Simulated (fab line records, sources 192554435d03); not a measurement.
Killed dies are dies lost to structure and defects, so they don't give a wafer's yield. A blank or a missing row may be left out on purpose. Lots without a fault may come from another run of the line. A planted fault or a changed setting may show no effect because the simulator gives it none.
fab line records | flow n5_finfet
record lots=3 wafers=9 last_day=16
route steps=1938 shown FIN_SAQP@119 FIN_CUT@154 STI_FIN_REVEAL@196 BEOL_M4@1111
lots that met no fault: from a run of the same line without faults
start_h: hours from the record's first day to the start of the lot's first wafer shown | wait_h: hours since the lot's step before | " the same as in the row above | L1.1+2: a row that stands for several wafers | - no value, or no start given | * or withheld: withheld | < > ~ a bound
route shown NAME@n: a module of which the file shows steps, and the number in the route of the first | usual: mean/standard deviation of fault-free wafers | same: alike in all rows | chamber/n: place in a boat | sites: the reading at each site | _std_site: their standard deviation | _edge_site: outer sites' mean less inner sites' | radius_mm: how far each site lies from the wafer's centre | mask NAME#n: copy n | behind: the tool/chamber that last shaped the wafer | hold: why the lot was held/for how many hours/how that ended | device: the transistor (n, p or np) that didn't switch | end of line: the same wafers' tests at the end of the route | a step without rows: its recipe alone | killed: dies lost to structure and defects at the first sort, not the wafer's yield | map: a wafer's dies, x killed, . not, _ none there
set.NAME: the setting as run; set.NAME@STEP: as run at that earlier step | model.NAME: the simulator's own value behind a step, which no gauge read
lots at some steps of the route; a table a step, a row a wafer
services: from which hour (start_h, from the record's first day; less than 0 if before it) a tool's chamber was out of use, for how many hours, and why
## steps
# step N5_FIN_SAQP_STRIP_74
# recipe chemistry=CHF3/O2 resist=SiARC rf_frequency_hz=6e+07
# step N5_FIN_SAQP_MANDREL_ETCH_22
# recipe target_depth_a=600 chemistry=HBr/Cl2 target=a-Si stop_on=SiNx bt_time_s=10 over_etch_frac=0.5 time_s=30 pressure_mtorr=10 icp_w=800 bias_w=75 HBr_flow_sccm=150 Cl2_flow_sccm=80 ends=end_point
# step N5_FIN_SAQP_STRIP_55
# recipe chemistry=N2/H2 power_w=500 temp_c=40 pressure_mtorr=50 rf_frequency_hz=6e+07 overash_fraction=0.3 bias_power_w=28 h2_frac=0.5 n2_flow_sccm=300 h2_flow_sccm=300
# step N5_FIN_SAQP_STRIP_23
# recipe chemistry=SPM time_s=750 temp_c=130 h2so4_h2o2_vol_ratio=4
# step N5_FIN_SAQP_SRD_66
# recipe dry=ipa_marangoni time_s=30 temp_c=23 rinse_liquid=diw
# step N5_FIN_SAQP_RECESS_75
# recipe chemistry=HF/NH3 target=SiO2 target_depth_a=144 afs_cycles=3 temp_c=30 sublimation_temp_c=180 sublimation_time_s=60
# step N5_FIN_SAQP_SPACER1_ALD_24
# recipe material=SiO2 target_thk_a=203 temp_c=300 ald_precursor_family=BDEAS ald_co_reactant=O2-plasma pulse_time_s=1 purge_time_s=2 co_reactant_purge_time_s=2 ald_cycles=218 pressure_torr=2
# step N5_FIN_SAQP_SPACER1_ETCHBACK_25
# recipe chemistry=CHF3/O2 mode=anisotropic_etchback target=SiO2 target_depth_a=244 time_s=12.2 pressure_mtorr=30 source_w=650 bias_w=170 Ar_flow_sccm=200 CHF3_flow_sccm=50 O2_flow_sccm=5 ion_energy_ev=200
# step N5_FIN_SAQP_MANDREL1_REMOVE_56
# recipe chemistry=HBr/Cl2/O2 bt_time_s=10 target=a-Si stop_on=SiNx endpoint=OES-SiCl over_etch_frac=1 icp_w=600 bias_w=22 HBr_flow_sccm=150 Cl2_flow_sccm=80 O2_flow_sccm=5 pressure_mtorr=10
# step N5_FIN_SAQP_ETCH_57
# recipe chemistry=CH3F/O2 target=SiNx mask_material=SiO2 target_depth_a=325 time_s=46.4 pressure_mtorr=30 source_w=395 bias_w=73 Ar_flow_sccm=150 CH3F_flow_sccm=30 O2_flow_sccm=20 ion_energy_ev=120 ends=cleared
# step N5_FIN_SAQP_ETCH_65
# recipe chemistry=CF4 target=SiO2 target_depth_a=40 ion_energy_ev=350 time_s=4.4 pressure_mtorr=10 icp_w=800 bias_w=400 cf4_flow_sccm=80
# step N5_FIN_SAQP_MANDREL_ETCH_58
# recipe chemistry=HBr/Cl2 target=a-Si target_depth_a=450 bt_time_s=10 stop_on=SiNx mask_material=SiO2 over_etch_frac=0.8 time_s=27 pressure_mtorr=10 icp_w=800 bias_w=75 HBr_flow_sccm=150 Cl2_flow_sccm=80 ends=end_point
# usual drypump_motor_current_A=5.6/0.54 mfc_cl2_sccm=80.00/0.23 oes_product_au=0.695/0.012 rf_fwd_power_W=794/3.1 throttle_valve_pct=35.51/0.2
# columns lot.wafer tool chamber start_h wait_h drypump_motor_current_A mfc_cl2_sccm oes_product_au rf_fwd_power_W rf_hours_counter_h throttle_valve_pct model.SiNx_of_FIN_SAQP_HM_DEP_03.thk_nm
L145.1 rie_si-03 3 47.61 0.0 4.8 80.19 0.699 790 24 35.45 37.42
L145.2 " 1 " " 6.3 80.01 0.687 795 65 35.53 37.6
L145.4 " 2 " " 5.3 80.31 0.682 796 82 35.38 38.2
L147.1 rie_si-03 2 61.56 0.0 5.3 79.57 0.692 984 82 35.37 36.2
L147.2 " 1 " " 6.3 80.38 0.685 791 65 35.53 37.4
L147.4 " 0 " " 5.3 79.63 0.722 792 3 35.83 38.11
L160.2 rie_si-01 3 138.05 0.0 6.3 80.06 0.684 795 79 35.71 37.89
L160.4 " 0 " " 6.5 79.96 0.718 792 107 35.69 37.81
L160.5 " 3 " " 6.3 80.20 0.689 794 - 35.72 37.91
# step N5_FIN_SAQP_RECESS_63
# recipe chemistry=HF/NH3 target=SiO2 target_depth_a=180 afs_cycles=3 temp_c=30 sublimation_temp_c=180 sublimation_time_s=60
# step N5_FIN_SAQP_COAT_68
# recipe resist=SOC temp_c=250 time_s=60 spin_rpm=1500 resist_thk_nm=100
# step N5_FIN_SAQP_ETCH_69
# recipe chemistry=N2/H2 target=SOC target_depth_a=1500 stop_on=SiNx ion_energy_ev=100 bias_w=61 pressure_mtorr=30 source_w=850 n2_flow_sccm=200 h2_flow_sccm=200
# step N5_FIN_SAQP_ETCH_67
# recipe chemistry=CH3F/O2 target=SiNx target_depth_a=300 mask_material=SOC pressure_mtorr=30 source_w=395 bias_w=73 Ar_flow_sccm=150 CH3F_flow_sccm=30 O2_flow_sccm=20 ion_energy_ev=120
# step N5_FIN_SAQP_STRIP_70
# recipe chemistry=N2/H2 power_w=500 temp_c=40 pressure_mtorr=50 rf_frequency_hz=6e+07 overash_fraction=0.3 bias_power_w=28 h2_frac=0.5 n2_flow_sccm=300 h2_flow_sccm=300
# step N5_FIN_SAQP_RECESS_71
# recipe chemistry=HF/NH3 target=SiO2 target_depth_a=30 afs_cycles=1 temp_c=30 sublimation_temp_c=180 sublimation_time_s=60
# step N5_FIN_SAQP_SPACER2_ALD_28
# recipe material=SiO2 target_thk_a=81 temp_c=300 ald_precursor_family=BDEAS ald_co_reactant=O2-plasma pulse_time_s=1 purge_time_s=2 co_reactant_purge_time_s=2 pressure_torr=2
# step N5_FIN_SAQP_SPACER2_ETCHBACK_29
# recipe chemistry=CHF3/O2 mode=anisotropic_etchback target=SiO2 target_depth_a=122 time_s=6.1 pressure_mtorr=30 source_w=650 bias_w=170 Ar_flow_sccm=200 CHF3_flow_sccm=50 O2_flow_sccm=5 ion_energy_ev=200
# step N5_FIN_SAQP_MANDREL2_REMOVE_60
# recipe chemistry=HBr/Cl2/O2 bt_time_s=10 target=a-Si stop_on=SiNx endpoint=OES-SiCl over_etch_frac=1 icp_w=600 bias_w=22 HBr_flow_sccm=150 Cl2_flow_sccm=80 O2_flow_sccm=5 pressure_mtorr=10
# step N5_FIN_SAQP_HM_OPEN_33
# recipe chemistry=CH3F/O2 target=SiNx mask_material=SiO2 target_depth_a=494 time_s=70.6 pressure_mtorr=30 source_w=395 bias_w=73 Ar_flow_sccm=150 CH3F_flow_sccm=30 O2_flow_sccm=20 ion_energy_ev=120 ends=cleared
# usual O2_flow_sccm=19.99/0.065 drypump_motor_current_A=5.8/0.38 etch_rf_on_time_s=69.2/1.1 mfc_ar_sccm=149.9/0.44 oes_product_au=0.66/0.077 rf_vpp_V=297.1/2.7 showerhead_plenum_p_Torr=1.98/0.05 throttle_valve_pct=16.41/0.23
# columns lot.wafer tool chamber start_h wait_h O2_flow_sccm drypump_motor_current_A etch_rf_on_time_s mfc_ar_sccm oes_product_au rf_hours_counter_h rf_vpp_V showerhead_plenum_p_Torr throttle_valve_pct model.etch.depth_nm
L145.1 rie_diel-06 1 49.35 0.4 19.93 6.0 67.3 150.6 0.68 121 300.3 2.00 16.44 36.79
L145.2 " 2 " " 19.96 5.9 68.2 149.8 0.61 224 296.2 1.98 16.25 36.96
L145.4 " 0 " " 19.96 5.8 70.0 150.2 0.58 234 300.3 1.97 16.62 37.51
L147.1 rie_diel-05 2 63.24 0.0 20.06 6.2 66.3 150.8 0.60 216 294.6 2.06 16.67 35.64
L147.2 " 0 " " 20.14 5.6 67.0 149.3 0.78 22 295.6 1.95 16.07 36.85
L147.4 " 3 " " 19.88 5.8 70.0 150.0 0.63 177 294.7 1.99 16.37 37.48
L160.2 rie_diel-05 0 139.46 0.0 19.99 5.6 68.2 150.4 0.74 49 295.5 1.94 16.15 37.26
L160.4 " 1 " " 19.96 5.1 68.7 149.1 0.84 5 300.5 1.97 16.07 37.18
L160.5 " 2 " " 20.02 6.2 70.4 149.9 0.59 - 296.0 2.05 16.75 37.28
# step N5_FIN_SAQP_ETCH_34
# recipe chemistry=C4F6/O2 target=SiO2 target_depth_a=450 time_s=15 ion_energy_ev=250 pressure_mtorr=30 source_w=345 bias_w=185 Ar_flow_sccm=300 C4F6_flow_sccm=10 O2_flow_sccm=10 ends=cleared
# step N5_FIN_SAQP_STRIP_77
# recipe chemistry=N2/H2 time_s=90 power_w=100 temp_c=40 pressure_mtorr=100 rf_frequency_hz=6e+07 bias_power_w=3 n2_flow_sccm=300 h2_flow_sccm=300
# step N5_FIN_SAQP_ETCH_64
# recipe chemistry=CF4 target=SiO2 target_depth_a=15 ion_energy_ev=350 pressure_mtorr=10 icp_w=800 bias_w=400 cf4_flow_sccm=80
# step N5_FIN_SAQP_FIN_ETCH_36
# recipe chemistry=HBr/Cl2/O2 target_depth_a=1200 mask_material=SiNx time_s=50.4 bias_w=102 pressure_mtorr=10 icp_w=800 HBr_flow_sccm=150 Cl2_flow_sccm=80 O2_flow_sccm=12
# step N5_FIN_SAQP_PRECLEAN_38
# recipe chemistry=O3/DIW time_s=45 temp_c=22 o3_ppm=10
# step N5_FIN_SAQP_PRECLEAN_45
# recipe chemistry=dHF time_s=10 dilution=500:1 temp_c=25
# step N5_FIN_SAQP_SRD_39
# recipe dry=ipa_marangoni time_s=30 temp_c=23 rinse_liquid=diw
# step N5_FIN_CUT_COAT_18
# recipe resist=SOC temp_c=250 time_s=60 spin_rpm=1500 resist_thk_nm=230
# step N5_FIN_CUT_COAT_19
# recipe resist=SiARC temp_c=220 time_s=60 spin_rpm=1500 resist_thk_nm=20
# step N5_FIN_CUT_COAT_29
# recipe resist=underlayer temp_c=205 time_s=60 spin_rpm=1500 resist_thk_nm=10
# step N5_FIN_CUT_COAT_02
# recipe resist=CAR-EUV spin_rpm=1500 resist_thk_nm=30
# step N5_FIN_CUT_EBR_04
# recipe solvent=PGMEA ebr_width_mm=1.5
# step N5_FIN_CUT_SOFTBAKE_03
# recipe temp_c=110 time_s=60 resist=CAR-EUV
# step N5_FIN_CUT_EXPOSE_05
# recipe mask_id=FIN_CUT na=0.33 source_shape=annular sigma_inner=0.35 sigma_outer=0.8 polarization=unpolarized dose_mj=45.75
# step N5_STI_FIN_REVEAL_RECESS_09
# recipe chemistry=HF/NH3 target=SiO2 afs_cycles=11 target_depth_a=425 temp_c=30 sublimation_temp_c=180 sublimation_time_s=60
# usual drypump_motor_current_A=5.9/0.6
# columns lot.wafer tool chamber start_h wait_h drypump_motor_current_A model.SiNx_of_FIN_SAQP_HM_DEP_03.thk_nm
L145.1 vapor_etch-02 0 57.87 0.0 5.1 17.4
L145.2 " 1 " " 6.1 17.6
L145.4 " 0 " " 5.1 18.4
L147.1 vapor_etch-02 1 73.08 0.0 6.1 16.6
L147.2 " 0 " " 5.1 17.6
L147.4 " 1 " " 6.1 18.2
L160.2 vapor_etch-02 0 147.30 0.0 5.1 18.2
L160.4 " 0 " " 5.1 18.2
L160.5 " 0 " " 5.1 18.2
# step N5_BEOL_M4_RC_MEAS_101
# usual DIBL_N=36.4/1.3 DIBL_P=36.5/1.7 IOFF_N=0.154/0.022 IOFF_P=0.202/0.025 ION_N=671/9.8 ION_P=460/6.8 SS_N=71.6/0.54 SS_P=73.4/0.58 VT_N=250.9/2.8 VT_P=-251.4/2.7
# columns lot.wafer tool chamber start_h wait_h DIBL_N[mV/V] DIBL_P[mV/V] IOFF_N[nA/um] IOFF_P[nA/um] ION_N[uA/um] ION_P[uA/um] SS_N[mV/dec] SS_P[mV/dec] VT_N[mV] VT_P[mV]
L145.1 prober-02 0 177.79 0.0 37.4 36.4 0.146 0.175 659 448 71.6 73.0 250.6 -255.2
L145.2 " 0 " " 38.3 38.3 0.163 0.193 662 447 71.6 73.2 253.5 -253.6
L145.4 " 0 " " 37.6 37.2 0.156 0.190 678 459 70.8 73.3 251.2 -256.1
L147.1 prober-02 0 204.81 0.0 37.8 37.7 0.185 0.244 696 473 71.4 73.5 246.4 -248.1
L147.2 " 0 " " 35.8 35.2 0.151 0.192 668 463 70.9 73.4 249.6 -249.4
L147.4 " 0 " " 37.0 36.3 0.168 0.210 681 465 70.9 73.1 247.7 -249.3
L160.2 prober-01 0 282.76 0.2 35.4 35.1 0.130 0.238 659 465 71.1 73.4 252.3 -246.2
L160.4 " 0 " " 36.8 36.0 0.153 0.235 660 459 71.4 73.9 254.5 -247.9
L160.5 " 0 " " 35.5 34.1 0.123 0.204 652 460 70.8 73.4 254.2 -250.5
## services
# columns tool chamber start_h hours kind
rie_diel-05 0 40.26 8.8 repair
rie_si-03 - 43.37 0.7 repair
rie_si-01 0 43.95 3.1 repair
rie_diel-05 0 67.15 3.7 repair
vapor_etch-02 - 92.49 15.6 pm
rie_diel-06 0 102.20 - clean
rie_diel-06 0 102.20 - consumable_replace:focus_ring
rie_diel-06 0 102.20 26.8 scheduled_down
rie_diel-06 0 102.20 26.8 vent_cycle
rie_diel-05 1 112.02 - clean
rie_diel-05 1 112.02 - consumable_replace:focus_ring
rie_diel-05 1 112.02 15.9 scheduled_down
rie_diel-05 1 112.02 15.9 vent_cycle
rie_diel-05 3 117.14 1.4 repair
rie_si-03 - 126.64 14.6 pm
rie_diel-06 2 129.03 - clean
rie_diel-06 2 129.03 - consumable_replace:focus_ring
rie_diel-06 2 129.03 18.5 scheduled_down
rie_diel-06 2 129.03 18.5 vent_cycle
## key
first_sign step=N5_FIN_SAQP_MANDREL_ETCH_58 reading=rf_fwd_power_W direction=up sigmas=62 usual=* struck=*
effect none on later readings
model_effect step=N5_FIN_SAQP_MANDREL_ETCH_58 value=SiNx_of_FIN_SAQP_HM_DEP_03.thk_nm without=37.4 struck=36.2
model_effect step=N5_FIN_SAQP_HM_OPEN_33 value=etch.depth_nm without=36.86 struck=35.64
model_effect step=N5_STI_FIN_REVEAL_RECESS_09 value=SiNx_of_FIN_SAQP_HM_DEP_03.thk_nm without=17.8 struck=16.6
met_at N5_FIN_SAQP_MANDREL_ETCH_58
struck_wafers L147.1
onset_between 47.61 61.56
fault kind=process_parameter_drift tool=rie_si-03 chamber=2 onset_h=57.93 steps=N5_FIN_SAQP_MANDREL_ETCH_58 channel=icp_w offset=192 shape=step end_h=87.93 acts_in=these_recipes_only stated=800
